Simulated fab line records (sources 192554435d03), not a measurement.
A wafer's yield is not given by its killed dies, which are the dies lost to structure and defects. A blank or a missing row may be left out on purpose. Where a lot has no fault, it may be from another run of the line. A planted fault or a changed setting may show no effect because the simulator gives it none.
fab line records ; flow n5-finfet
record lots=7; wafers=21
route steps=1938 shown HKMG_FIN@428 GATE_CUT@493 MOL_CONTACT_COAG@584 BEOL_M0_SAQP@637 BEOL_M1@755 BEOL_M2@881 BEOL_M4@1028 BEOL_M7@1266
start-h: hours from the record's first day to the start of the lot's first wafer shown ; wait-h: time in hours since the lot's previous step ; " identical to the entry in the row above ; L1.1+2: a single row standing in for several wafers ; - no value, or no start was given ; * or withheld: withheld ; < > ~ a bound
route shown NAME@n: a module of which the file shows steps, and the number in the route of the first ; usual: mean/standard deviation of fault-free wafers ; same: alike in all rows ; chamber/n: place in a boat ; sites: per-site readings ; _std_site: the values' standard deviation ; _edge_site: inner sites' mean taken away from outer sites' mean ; radius-mm: how far each site lies from the wafer's centre ; mask NAME#n: copy n ; behind: the most recent tool/chamber to have shaped the wafer ; hold: reason for holding the lot/hours on hold/outcome of the hold ; device: the n, p or np transistor that did not switch ; end of line: tests of these same wafers at the route's end ; a step with no rows: only its recipe ; killed: dies that structure and defects cost at the first sort, which is not the same as the wafer's yield ; map: the dies of a wafer, with x for killed, . for not killed, _ for no die there
set.NAME: the setting the step ran with; set.NAME@STEP: the setting that earlier step ran with ; model.NAME: the simulator's own value behind a step, which no gauge read
one table per step and one row per wafer, for lots whose settings were changed on purpose
## steps
# step N5_HKMG_FIN_PEB_10
# recipe peb-temp-c=withheld; peb-time-s=60; resist=CAR-ArF
lot.wafer;tool;chamber;start-h;wait-h;set.peb-time-s
L074.4+5+6;litho-track-02;0;75.98;0.0;60
L076.2+3+6;litho-track-03;0;86.56;0.0;60
L080.3+4+6;litho-track-04;0;114.08;0.0;60
L086.1+3;litho-track-04;0;153.16;0.1;48.5
L086.6;litho-track-04;0;153.16;0.1;60
L087.2+6;litho-track-03;0;154.66;0.0;52.78
L087.5;litho-track-03;0;154.66;0.0;60
L089.4;litho-track-02;0;168.11;0.0;60
L089.5+6;litho-track-02;0;168.11;0.0;71.89
L096.1;litho-track-03;0;209.11;0.1;60
L096.2+5;litho-track-03;0;209.11;0.1;47.7
# step N5_HKMG_FIN_DEVELOP_11
# recipe develop-time-s=30; developer=TMAH; resist=CAR-ArF; dev-temp-c=23; rinse-liquid=diw; dry=air-spin
lot.wafer;tool;chamber;start-h;wait-h;set.spin-rpm@HKMG_FIN_COAT_06;model.CAR-ArF_of_HKMG_FIN_COAT_06.thk-nm
L074.4;litho-track-02;0;-;-;1500;88
L074.5;litho-track-02;0;-;-;1500;88.4
L074.6;litho-track-02;0;-;-;1399;91.6
L076.2;litho-track-03;0;-;-;1500;88.2
L076.3;litho-track-03;0;-;-;1500;88.4
L076.6;litho-track-03;0;-;-;1500;88.6
L080.3+4;litho-track-04;0;-;-;1500;88.2
L080.6;litho-track-04;0;-;-;1500;88
L086.1+3;litho-track-04;0;-;-;1500;88.4
L086.6;litho-track-04;0;-;-;1500;88.2
L087.2;litho-track-03;0;-;-;1414;91.2
L087.5+6;litho-track-03;0;-;-;1500;88.6
L089.4;litho-track-02;0;-;-;1500;88.4
L089.5;litho-track-02;0;-;-;1500;88.8
L089.6;litho-track-02;0;-;-;1500;89
L096.1;litho-track-03;0;-;-;1447;90.2
L096.2;litho-track-03;0;-;-;1447;90
L096.5;litho-track-03;0;-;-;1500;88.2
# step N5_HKMG_FIN_CD_MEAS_12
# recipe target-cd-nm=92.8; landing-energy-ev=500; detector=se-inlens
# usual cd-nm=92.8/0.53
lot.wafer;tool;chamber;start-h;wait-h;set.peb-time-s@HKMG_FIN_PEB_10;cd-nm
L074.4;cd-sem-02;0;76.04;-;60;93.1
L074.5;cd-sem-02;0;76.04;-;60;93.1
L074.6;cd-sem-02;0;76.04;-;60;92.0
L076.2;cd-sem-03;0;86.63;-;60;92.6
L076.3;cd-sem-03;0;86.63;-;60;93.1
L076.6;cd-sem-03;0;86.63;-;60;93.0
L080.3;cd-sem-03;0;114.14;-;60;93.0
L080.4;cd-sem-03;0;114.14;-;60;93.1
L080.6;cd-sem-03;0;114.14;-;60;93.3
L086.1;cd-sem-02;0;153.22;-;48.5;85.0
L086.3;cd-sem-02;0;153.22;-;48.5;85.1
L086.6;cd-sem-02;0;153.22;-;60;93.4
L087.2;cd-sem-03;0;154.73;-;52.78;87.8
L087.5;cd-sem-03;0;154.73;-;60;92.4
L087.6;cd-sem-03;0;154.73;-;52.78;87.7
L089.4;cd-sem-03;0;168.18;-;60;93.1
L089.5;cd-sem-03;0;168.18;-;71.89;98.7
L089.6;cd-sem-03;0;168.18;-;71.89;98.5
L096.1;cd-sem-02;0;209.18;-;60;92.7
L096.2;cd-sem-02;0;209.18;-;47.7;84.7
L096.5;cd-sem-02;0;209.18;-;47.7;84.6
# step N5_HKMG_FIN_DESCUM_17
# recipe chemistry=O2; time-s=7.9; source-power-w=50; bias-power-w=20; pressure-mtorr=20; rf-frequency-hz=2.712e+07; temp-c=40; resist=CAR-ArF; o2-flow-sccm=225
# step N5_HKMG_FIN_ETCH_31
# recipe chemistry=CF4; target=SiARC; target-depth-a=455; mask-material=CAR-ArF; time-s=75.8; ion-energy-ev=80; pressure-mtorr=40; source-w=545; bias-w=36; Ar_flow_sccm=100; cf4-flow-sccm=100; ends=cleared
lot.wafer;tool;chamber;start-h;wait-h;set.spin-rpm@HKMG_FIN_COAT_06;model.CAR-ArF_of_HKMG_FIN_COAT_06.thk-nm
L074.4;rie-diel-06;3;76.16;0.0;1500;50.6
L074.5;rie-diel-06;1;76.16;0.0;1500;51
L074.6;rie-diel-06;0;76.16;0.0;1399;54.2
L076.2;rie-diel-05;0;86.75;0.0;1500;50.8
L076.3;rie-diel-05;1;86.75;0.0;1500;51
L076.6;rie-diel-05;0;86.75;0.0;1500;51.2
L080.3;rie-diel-06;3;114.26;0.0;1500;51
L080.4+6;rie-diel-06;2,1;114.26;0.0;1500;50.8
L086.1;rie-diel-06;3;153.57;0.0;1500;50.8
L086.3+6;rie-diel-06;0;153.57;0.0;1500;50.6
L087.2;rie-diel-06;1;155.55;0.0;1414;53.4
L087.5;rie-diel-06;1;155.55;0.0;1500;51
L087.6;rie-diel-06;0;155.55;0.0;1500;51.2
L089.4;rie-diel-03;2;169.19;0.0;1500;51
L089.5;rie-diel-03;1;169.19;0.0;1500;51.2
L089.6;rie-diel-03;2;169.19;0.0;1500;51.6
L096.1;rie-diel-06;0;209.58;0.0;1447;52.8
L096.2;rie-diel-06;1;209.58;0.0;1447;52.4
L096.5;rie-diel-06;1;209.58;0.0;1500;50.8
# step N5_GATE_CUT_ETCH_37
# recipe chemistry=N2/H2; target=SOC; target-depth-a=600; overetch-a=120; mask-material=SiARC; temp-c=40; time-s=90; ion-energy-ev=200; pressure-mtorr=30; source-w=840; bias-w=150; n2-flow-sccm=200; h2-flow-sccm=200
# usual rf-vpp-V=524.3/2.6
lot.wafer;tool;chamber;start-h;wait-h;set.bias-w;rf-vpp-V;model.SiARC_of_GATE_CUT_COAT_35.thk-nm
L074.4;rie-diel-02;2;84.59;0.0;150;522.2;6
L074.5;rie-diel-02;0;84.59;0.0;150;526.5;6
L074.6;rie-diel-02;1;84.59;0.0;150;519.4;6
L076.2;rie-diel-01;0;95.70;0.0;150;525.1;6
L076.3;rie-diel-01;3;95.70;0.0;150;523.7;6
L076.6;rie-diel-01;0;95.70;0.0;150;526.5;6
L080.3;rie-diel-01;2;122.72;0.0;150;522.7;6
L080.4;rie-diel-01;1;122.72;0.0;150;524.8;6
L080.6;rie-diel-01;1;122.72;0.0;150;523.1;6
L086.1;rie-diel-04;2;162.05;0.0;150;526.0;6
L086.3;rie-diel-04;1;162.05;0.0;128.5;473.1;6.6
L086.6;rie-diel-04;0;162.05;0.0;150;526.6;6
L087.2;rie-diel-01;1;164.53;0.0;150;523.9;6
L087.5;rie-diel-01;3;164.53;0.0;150;522.3;6
L087.6;rie-diel-01;2;164.53;0.0;129;474.5;6.6
L089.4;rie-diel-04;1;177.91;0.0;173.5;571.2;5.2
L089.5;rie-diel-04;0;177.91;0.0;150;526.7;6.2
L089.6;rie-diel-04;2;177.91;0.0;173.5;575.9;5.2
L096.1;rie-diel-02;2;218.18;0.0;150;521.0;6
L096.2;rie-diel-02;0;218.18;0.0;150;525.2;6.2
L096.5;rie-diel-02;3;218.18;0.0;150;526.4;6.2
# step N5_MOL_CONTACT_COAG_ETCHBACK_135
# recipe chemistry=CHF3; target=SiO2; target-depth-a=250; time-s=16.7; ion-energy-ev=200; pressure-mtorr=30; source-w=610; bias-w=170; Ar_flow_sccm=200; CHF3_flow_sccm=50
lot.wafer;tool;chamber;start-h;wait-h;set.time-s;model.SOC_of_MOL_CONTACT_COAG_COAT_75.thk-nm
L074.4;rie-diel-06;0;101.04;0.0;16.7;57.6
L074.5;rie-diel-06;3;101.04;0.0;13.75;58.2
L074.6;rie-diel-06;2;101.04;0.0;16.7;57.8
L076.2;rie-diel-06;2;109.40;0.0;18.61;57.4
L076.3;rie-diel-06;0;109.40;0.0;16.7;57.4
L076.6;rie-diel-06;0;109.40;0.0;16.7;57.6
L080.3+6;rie-diel-06;0,2;143.12;0.0;16.7;57.4
L080.4;rie-diel-06;1;143.12;0.0;16.7;57.2
L086.1+6;rie-diel-03;3,1;178.85;0.0;20.03;57
L086.3;rie-diel-03;1;178.85;0.0;16.7;57.6
L087.2;rie-diel-05;0;180.28;0.0;16.7;57.6
L087.5;rie-diel-05;1;180.28;0.0;16.7;57.8
L087.6;rie-diel-05;3;180.28;0.0;15.57;57.8
L089.4+5;rie-diel-03;1,0;194.15;0.0;16.7;57.6
L089.6;rie-diel-03;3;194.15;0.0;19.85;57
L096.1;rie-diel-06;1;235.27;0.0;16.7;57.4
L096.2;rie-diel-06;0;235.27;0.0;16.7;57.6
L096.5;rie-diel-06;1;235.27;0.0;13.44;58
# step N5_MOL_CONTACT_COAG_VIA_ETCH_46
# recipe chemistry=C4F6/O2; target-depth-a=460; overetch-a=92; mask-material=SOC; target=SiO2; bias-w=455; pressure-mtorr=10; time-s=40; source-w=325; Ar_flow_sccm=300; C4F6_flow_sccm=10; O2_flow_sccm=10; ion-energy-ev=575.3; ends=end-point
# usual rf-vpp-V=1579/14
lot.wafer;tool;chamber;start-h;wait-h;set.bias-w;rf-vpp-V
L074.4;rie-diel-06;0;101.10;0.0;510.2;1694
L074.5;rie-diel-06;3;101.10;0.0;455;1606
L074.6;rie-diel-06;2;101.10;0.0;510.2;1699
L076.2;rie-diel-06;2;109.43;0.0;395.1;1404
L076.3;rie-diel-06;0;109.43;0.0;455;1555
L076.6;rie-diel-06;0;109.43;0.0;395.1;1399
L080.3;rie-diel-06;0;143.16;0.0;455;1556
L080.4;rie-diel-06;1;143.16;0.0;455;1587
L080.6;rie-diel-06;2;143.16;0.0;455;1560
L086.1;rie-diel-03;3;178.88;0.0;522.7;1768
L086.3;rie-diel-03;1;178.88;0.0;522.7;1759
L086.6;rie-diel-03;1;178.88;0.0;455;1587
L087.2;rie-diel-05;0;180.32;0.0;455;1572
L087.5;rie-diel-05;1;180.32;0.0;455;1590
L087.6;rie-diel-05;3;180.32;0.0;455;1573
L089.4;rie-diel-03;2;194.18;0.0;455;1577
L089.5;rie-diel-03;0;194.18;0.0;455;1572
L089.6;rie-diel-03;1;194.18;0.0;455;1586
L096.1;rie-diel-06;1;235.31;0.0;455;1584
L096.2;rie-diel-06;0;235.31;0.0;455;1554
L096.5;rie-diel-06;1;235.31;0.0;455;1585
# step N5_BEOL_M0_SAQP_PECVD_97
# recipe material=SiNx; target-thk-a=230; temp-c=350; precursor=SiH4/NH3/N2; pressure-torr=1.5; rf-w=300; time-s=19.9
lot.wafer;tool;chamber;start-h;wait-h;set.time-s;model.SiNx_of_BEOL_M0_SAQP_PECVD_97.thk-nm
L074.4;pecvd-01;2;108.18;0.0;17.24;20.4
L074.5;pecvd-01;0;108.18;0.0;17.24;20.6
L074.6;pecvd-01;1;108.18;0.0;19.9;23.4
L076.2;pecvd-03;0;119.82;0.0;22.78;26
L076.3;pecvd-03;1;119.82;0.0;19.9;22.6
L076.6;pecvd-03;0;119.82;0.0;19.9;23.4
L080.3;pecvd-03;1;149.61;0.0;19.9;22.8
L080.4+6;pecvd-03;2,1;149.61;0.0;19.9;23.2
L086.1+3;pecvd-01;1,2;188.48;0.0;19.9;22.6
L086.6;pecvd-01;1;188.48;0.0;17.93;21
L087.2;pecvd-01;0;190.06;0.0;19.9;23
L087.5;pecvd-01;1;190.06;0.0;19.9;22.8
L087.6;pecvd-01;2;190.06;0.0;19.9;23.2
L089.4;pecvd-04;1;200.60;0.0;22.66;26.2
L089.5;pecvd-04;2;200.60;0.0;22.66;26.4
L089.6;pecvd-04;0;200.60;0.0;19.9;22.8
L096.1;pecvd-01;1;242.77;0.0;22.73;26.2
L096.2;pecvd-01;2;242.77;0.0;19.9;22.8
L096.5;pecvd-01;0;242.77;0.0;19.9;23.2
# step N5_BEOL_M1_COAT_61
# recipe resist=SOC; temp-c=250; time-s=60; spin-rpm=1500; resist-thk-nm=60
lot.wafer;tool;chamber;start-h;wait-h;set.spin-rpm;model.SOC_of_BEOL_M1_COAT_61.thk-nm
L074.4+5;litho-track-02;0;119.64;0.1;1500;60
L074.6;litho-track-02;0;119.64;0.1;1452;61.2
L076.2+3+6;litho-track-02;0;138.34;0.1;1500;60
L080.3+4;litho-track-04;0;164.09;0.1;1500;60.2
L080.6;litho-track-04;0;164.09;0.1;1500;60
L086.1+3;litho-track-03;0;205.00;0.1;1646;57.2
L086.6;litho-track-03;0;205.00;0.1;1500;59.8
L087.2+6;litho-track-03;0;207.58;0.1;1439;61.4
L087.5;litho-track-03;0;207.58;0.1;1500;60.2
L089.4;litho-track-03;0;217.05;0.1;1500;60.2
L089.5+6;litho-track-03;0;217.05;0.1;1588;58.4
L096.1;litho-track-04;0;257.29;0.1;1500;60.4
L096.2;litho-track-04;0;257.29;0.1;1616;58
L096.5;litho-track-04;0;257.29;0.1;1616;58.2
# step N5_BEOL_M1_COAT_62
# recipe resist=SiARC; temp-c=220; time-s=60; spin-rpm=1500; resist-thk-nm=12
# step N5_BEOL_M1_COAT_73
# recipe resist=underlayer; temp-c=205; time-s=60; spin-rpm=1500; resist-thk-nm=5
# step N5_BEOL_M1_ETCH_74
# recipe chemistry=N2/H2; target=underlayer; target-depth-a=65; mask-material=CAR-EUV; time-s=5.2; ion-energy-ev=200; pressure-mtorr=30; source-w=840; bias-w=150; n2-flow-sccm=200; h2-flow-sccm=200; ends=cleared
# step N5_BEOL_M1_ETCH_63
# recipe chemistry=CF4; target=SiARC; target-depth-a=156; mask-material=CAR-EUV; time-s=26; ion-energy-ev=80; pressure-mtorr=40; source-w=545; bias-w=36; Ar_flow_sccm=100; cf4-flow-sccm=100; ends=cleared
# step N5_BEOL_M1_ETCH_64
# recipe chemistry=N2/H2; target=SOC; target-depth-a=750; overetch-a=150; mask-material=SiARC; temp-c=40; time-s=112.5; ion-energy-ev=200; pressure-mtorr=30; source-w=840; bias-w=150; n2-flow-sccm=200; h2-flow-sccm=200
lot.wafer;tool;chamber;start-h;wait-h;set.spin-rpm@BEOL_M1_COAT_61;model.etch.depth-nm
L074.4;rie-diel-01;3;120.11;0.0;1500;60.04
L074.5;rie-diel-01;2;120.11;0.0;1500;60
L074.6;rie-diel-01;3;120.11;0.0;1452;61.15
L076.2;rie-diel-01;2;138.80;0.0;1500;60
L076.3+6;rie-diel-01;0;138.80;0.0;1500;59.95
L080.3;rie-diel-02;1;164.57;0.0;1500;60.2
L080.4;rie-diel-02;2;164.57;0.0;1500;60.27
L080.6;rie-diel-02;0;164.57;0.0;1500;60.07
L086.1;rie-diel-02;0;205.84;0.0;1646;57.29
L086.3;rie-diel-02;1;205.84;0.0;1646;57.27
L086.6;rie-diel-02;1;205.84;0.0;1500;59.8
L087.2;rie-diel-01;1;208.42;0.0;1439;61.32
L087.5;rie-diel-01;3;208.42;0.0;1500;60.27
L087.6;rie-diel-01;2;208.42;0.0;1439;61.45
L089.4;rie-diel-01;1;217.52;0.0;1500;60.25
L089.5;rie-diel-01;3;217.52;0.0;1588;58.36
L089.6;rie-diel-01;0;217.52;0.0;1588;58.35
L096.1;rie-diel-04;2;257.76;0.0;1500;60.31
L096.2;rie-diel-04;0;257.76;0.0;1616;58.07
L096.5;rie-diel-04;2;257.76;0.0;1616;58.24
# step N5_BEOL_M1_STRIP_65
# recipe chemistry=N2/H2; temp-c=40; n2-flow-sccm=200; h2-flow-sccm=200; rf-frequency-hz=6e+07
# step N5_BEOL_M1_STRIP_75
# recipe chemistry=N2/H2; temp-c=40; n2-flow-sccm=200; h2-flow-sccm=200; rf-frequency-hz=6e+07
# step N5_BEOL_M1_STRIP_66
# recipe chemistry=CF4; resist=SiARC; power-w=300; bias-power-w=75; pressure-mtorr=50; cf4-flow-sccm=150; rf-frequency-hz=6e+07
# step N5_BEOL_M1_HM_OPEN_17
# recipe chemistry=Cl2/BCl3; target-depth-a=200; overetch-a=60; target=TiN; mask-material=SOC; ion-energy-ev=150; pressure-mtorr=10; icp-w=1000; bias-w=126; Cl2_flow_sccm=53.25; bcl3-flow-sccm=21.75; Ar_flow_sccm=25
lot.wafer;tool;chamber;start-h;wait-h;set.spin-rpm@BEOL_M1_COAT_61;model.SOC_of_BEOL_M1_COAT_61.thk-nm
L074.4+5;rie-metal-02;1,0;120.30;0.1;1500;52
L074.6;rie-metal-02;1;120.30;0.1;1452;53
L076.2;rie-metal-01;1;138.97;0.0;1500;52.2
L076.3+6;rie-metal-01;0;138.97;0.0;1500;52
L080.3;rie-metal-02;1;164.77;0.1;1500;52
L080.4;rie-metal-02;0;164.77;0.1;1500;52.2
L080.6;rie-metal-02;1;164.77;0.1;1500;51.8
L086.1+3;rie-metal-03;1;206.02;0.0;1646;49.4
L086.6;rie-metal-03;0;206.02;0.0;1500;51.8
L087.2;rie-metal-01;0;208.59;0.0;1439;53.2
L087.5;rie-metal-01;1;208.59;0.0;1500;52.4
L087.6;rie-metal-01;0;208.59;0.0;1439;53.4
L089.4;rie-metal-01;1;217.71;0.1;1500;52.6
L089.5;rie-metal-01;0;217.71;0.1;1588;50.4
L089.6;rie-metal-01;1;217.71;0.1;1588;50.6
L096.1;rie-metal-01;1;257.93;0.0;1500;52.6
L096.2;rie-metal-01;0;257.93;0.0;1616;50
L096.5;rie-metal-01;1;257.93;0.0;1616;50.4
# step N5_BEOL_M1_ETCH_70
# recipe chemistry=N2/H2; target=SOC; target-depth-a=800; overetch-a=160; mask-material=SiARC; temp-c=40; time-s=120; ion-energy-ev=200; pressure-mtorr=30; source-w=840; bias-w=150; n2-flow-sccm=200; h2-flow-sccm=200
# usual rf-vpp-V=524.1/2.4
lot.wafer;tool;chamber;start-h;wait-h;set.source-w;rf-vpp-V
L074.4;rie-diel-04;1;121.96;0.0;840;521.3
L074.5;rie-diel-04;2;121.96;0.0;840;526.7
L074.6;rie-diel-04;3;121.96;0.0;840;520.1
L076.2;rie-diel-01;3;150.93;0.0;947.6;502.4
L076.3;rie-diel-01;1;150.93;0.0;947.6;503.3
L076.6;rie-diel-01;2;150.93;0.0;840;522.8
L080.3;rie-diel-04;3;165.79;0.0;840;519.5
L080.4;rie-diel-04;1;165.79;0.0;840;522.1
L080.6;rie-diel-04;1;165.79;0.0;840;523.0
L086.1;rie-diel-01;0;207.79;0.0;840;524.7
L086.3;rie-diel-01;2;207.79;0.0;840;520.8
L086.6;rie-diel-01;2;207.79;0.0;840;522.1
L087.2;rie-diel-04;0;212.31;0.0;763.6;542.6
L087.5;rie-diel-04;1;212.31;0.0;763.6;538.7
L087.6;rie-diel-04;0;212.31;0.0;763.6;542.1
L089.4;rie-diel-02;1;220.46;0.0;748;548.1
L089.5;rie-diel-02;3;220.46;0.0;748;546.2
L089.6;rie-diel-02;2;220.46;0.0;840;521.7
L096.1;rie-diel-02;3;262.16;0.0;840;525.1
L096.2;rie-diel-02;2;262.16;0.0;840;521.4
L096.5;rie-diel-02;2;262.16;0.0;840;520.1
# step N5_BEOL_M2_ETCH_69
# recipe chemistry=CF4; target=SiARC; target-depth-a=156; mask-material=CAR-EUV; time-s=26; ion-energy-ev=80; pressure-mtorr=40; source-w=545; bias-w=36; Ar_flow_sccm=100; cf4-flow-sccm=100; ends=cleared
# usual rf-vpp-V=183.9/1.4
lot.wafer;tool;chamber;start-h;wait-h;set.bias-w;rf-vpp-V
L074.4;rie-diel-06;2;131.11;0.0;36;183.0
L074.5;rie-diel-06;0;131.11;0.0;31.53;167.4
L074.6;rie-diel-06;3;131.11;0.0;36;182.5
L076.2;rie-diel-03;2;159.27;0.0;39.13;192.4
L076.3;rie-diel-03;1;159.27;0.0;36;184.6
L076.6;rie-diel-03;1;159.27;0.0;36;183.9
L080.3;rie-diel-03;2;174.23;0.0;36;182.4
L080.4;rie-diel-03;1;174.23;0.0;36;185.5
L080.6;rie-diel-03;2;174.23;0.0;36;182.1
L086.1;rie-diel-06;2;218.04;0.0;36;182.6
L086.3;rie-diel-06;3;218.04;0.0;36;183.2
L086.6;rie-diel-06;3;218.04;0.0;36;183.4
L087.2;rie-diel-03;3;219.56;0.0;31.33;168.2
L087.5;rie-diel-03;3;219.56;0.0;36;185.9
L087.6;rie-diel-03;0;219.56;0.0;36;183.8
L089.4;rie-diel-06;3;227.75;0.0;36;183.2
L089.5;rie-diel-06;2;227.75;0.0;42.25;205.1
L089.6;rie-diel-06;1;227.75;0.0;36;186.1
L096.1;rie-diel-05;1;270.01;0.0;36;183.2
L096.2;rie-diel-05;2;270.01;0.0;36;185.9
L096.5;rie-diel-05;2;270.01;0.0;36;186.0
# step N5_BEOL_M4_COAT_05
# recipe resist=CAR-EUV; spin-rpm=1500; resist-thk-nm=30
lot.wafer;tool;chamber;start-h;wait-h;set.spin-rpm;model.CAR-EUV_of_BEOL_M4_COAT_05.thk-nm
L074.4;litho-track-02;0;-;-;1558;29.4
L074.5;litho-track-02;0;-;-;1558;29.6
L074.6;litho-track-02;0;-;-;1500;30
L076.2+3+6;litho-track-05;0;-;-;1500;30.2
L080.3;litho-track-02;0;-;-;1500;30.2
L080.4+6;litho-track-02;0;-;-;1500;30
L086.1+3+6;litho-track-04;0;-;-;1500;30
L087.2;litho-track-05;0;-;-;1394;31.2
L087.5;litho-track-05;0;-;-;1500;30
L087.6;litho-track-05;0;-;-;1500;30.2
L089.4+5;litho-track-04;0;-;-;1500;30.2
L089.6;litho-track-04;0;-;-;1500;30.4
L096.1+2;litho-track-04;0;-;-;1500;30
L096.5;litho-track-04;0;-;-;1369;31.2
# step N5_BEOL_M4_EBR_07
# recipe solvent=PGMEA; ebr-width-mm=1.5
# step N5_BEOL_M4_SOFTBAKE_06
# recipe temp-c=110; time-s=60; resist=CAR-EUV
# step N5_BEOL_M4_EXPOSE_08
# recipe mask-id=M4; na=0.33; source-shape=dipole; sigma-inner=0.369; sigma-outer=0.767; polarization=unpolarized; dose-mj=41.25
# step N5_BEOL_M4_PEB_09
# recipe peb-temp-c=100; peb-time-s=60; resist=CAR-EUV
# step N5_BEOL_M4_DEVELOP_10
# recipe develop-time-s=30; developer=TMAH; resist=CAR-EUV; rinse-liquid=surfactant-rinse; dry=air-spin; dev-temp-c=23
lot.wafer;tool;chamber;start-h;wait-h;set.spin-rpm@BEOL_M4_COAT_05;model.CAR-EUV_of_BEOL_M4_COAT_05.thk-nm
L074.4+5;litho-track-05;0;-;-;1558;29
L074.6;litho-track-05;0;-;-;1500;29.6
L076.2+3;litho-track-05;0;-;-;1500;29.6
L076.6;litho-track-05;0;-;-;1500;29.8
L080.3+4+6;litho-track-05;0;-;-;1500;29.6
L086.1+3+6;litho-track-05;0;-;-;1500;29.6
L087.2;litho-track-02;0;-;-;1394;30.8
L087.5+6;litho-track-02;0;-;-;1500;29.6
L089.4;litho-track-04;0;-;-;1500;29.6
L089.5+6;litho-track-04;0;-;-;1500;29.8
L096.1;litho-track-02;0;-;-;1500;29.4
L096.2;litho-track-02;0;-;-;1500;29.6
L096.5;litho-track-02;0;-;-;1369;30.8
# step N5_BEOL_M7_PECVD_70
# recipe material=SiO2; target-thk-a=200; temp-c=400; precursor=TEOS/O2; pressure-torr=5.5; rf-w=450; teos-flow-sccm=53.8; gas=O2; flow-sccm=3000; time-s=22.7
lot.wafer;tool;chamber;start-h;wait-h;set.temp-c;model.SiO2_of_BEOL_M7_PECVD_70.thk-nm
L074.4;pecvd-03;0;190.14;0.1;400;20.2
L074.5+6;pecvd-03;2,1;190.14;0.1;400;19.8
L076.2;pecvd-04;1;217.67;0.0;393.5;20.6
L076.3;pecvd-04;0;217.67;0.0;400;19.8
L076.6;pecvd-04;0;217.67;0.0;393.5;21
L080.3;pecvd-04;2;246.53;0.0;400;20
L080.4+6;pecvd-04;0,2;246.53;0.0;400;20.2
L086.1;pecvd-01;0;270.55;0.0;400;19.6
L086.3;pecvd-01;1;270.55;0.0;400;19.2
L086.6;pecvd-01;2;270.55;0.0;400;20.4
L087.2;pecvd-03;1;298.81;0.0;383.3;21.8
L087.5;pecvd-03;2;298.81;0.0;383.3;22.4
L087.6;pecvd-03;1;298.81;0.0;400;19.6
L089.4;pecvd-01;0;298.87;0.1;400;20
L089.5;pecvd-01;2;298.87;0.1;400;20.4
L089.6;pecvd-01;1;298.87;0.1;400;19.8
L096.1;pecvd-04;1;336.57;0.0;400;20.4
L096.2;pecvd-04;0;336.57;0.0;415.4;17.8
L096.5;pecvd-04;2;336.57;0.0;400;20.2
## key
split step=N5_HKMG_FIN_PEB_10; setting=peb-time-s; stated=60; by=wafer
response step=N5_HKMG_FIN_CD_MEAS_12; reading=cd-nm; change=+0.37; per=1%; r=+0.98
split step=N5_GATE_CUT_ETCH_37; setting=bias-w; stated=150; by=wafer
response step=N5_GATE_CUT_ETCH_37; reading=rf-vpp-V; change=+3.37; per=1%; r=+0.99
response step=N5_GATE_CUT_ETCH_37; reading=model.SiARC_of_GATE_CUT_COAT_35.thk-nm; change=-0.0505; per=1%; r=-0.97
split step=N5_MOL_CONTACT_COAG_ETCHBACK_135; setting=time-s; stated=16.7; by=wafer
response step=N5_MOL_CONTACT_COAG_ETCHBACK_135; reading=model.SOC_of_MOL_CONTACT_COAG_COAT_75.thk-nm; change=-0.0269; per=1%; r=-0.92
split step=N5_MOL_CONTACT_COAG_VIA_ETCH_46; setting=bias-w; stated=455; by=wafer
response step=N5_MOL_CONTACT_COAG_VIA_ETCH_46; reading=rf-vpp-V; change=+10.6; per=1%; r=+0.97
split step=N5_BEOL_M0_SAQP_PECVD_97; setting=time-s; stated=19.9; by=wafer
response step=N5_BEOL_M0_SAQP_PECVD_97; reading=model.SiNx_of_BEOL_M0_SAQP_PECVD_97.thk-nm; change=+0.218; per=1%; r=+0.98
split step=N5_BEOL_M1_COAT_61; setting=spin-rpm; stated=1500; by=wafer
response step=N5_BEOL_M1_COAT_61; reading=model.SOC_of_BEOL_M1_COAT_61.thk-nm; change=-0.289; per=1%; r=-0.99
response step=N5_BEOL_M1_ETCH_64; reading=model.etch.depth-nm; change=-0.28; per=1%; r=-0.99
response step=N5_BEOL_M1_HM_OPEN_17; reading=model.SOC_of_BEOL_M1_COAT_61.thk-nm; change=-0.283; per=1%; r=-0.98
split step=N5_BEOL_M1_ETCH_70; setting=source-w; stated=840; by=wafer
response step=N5_BEOL_M1_ETCH_70; reading=rf-vpp-V; change=-1.88; per=1%; r=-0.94
split step=N5_BEOL_M2_ETCH_69; setting=bias-w; stated=36; by=wafer
response step=N5_BEOL_M2_ETCH_69; reading=rf-vpp-V; change=+1.19; per=1%; r=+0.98
split step=N5_BEOL_M4_COAT_05; setting=spin-rpm; stated=1500; by=wafer
response step=N5_BEOL_M4_COAT_05; reading=model.CAR-EUV_of_BEOL_M4_COAT_05.thk-nm; change=-0.143; per=1%; r=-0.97
response step=N5_BEOL_M4_DEVELOP_10; reading=model.CAR-EUV_of_BEOL_M4_COAT_05.thk-nm; change=-0.157; per=1%; r=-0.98
split step=N5_BEOL_M7_PECVD_70; setting=temp-c; stated=400; by=wafer
response step=N5_BEOL_M7_PECVD_70; reading=model.SiO2_of_BEOL_M7_PECVD_70.thk-nm; change=-0.622; per=1%; r=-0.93
split outside-this-file step=N5_HKMG_FIN_COAT_06 setting=spin-rpm
# split outside-this-file: this setting was split too, and the file shows its column; the key of that split is in another file
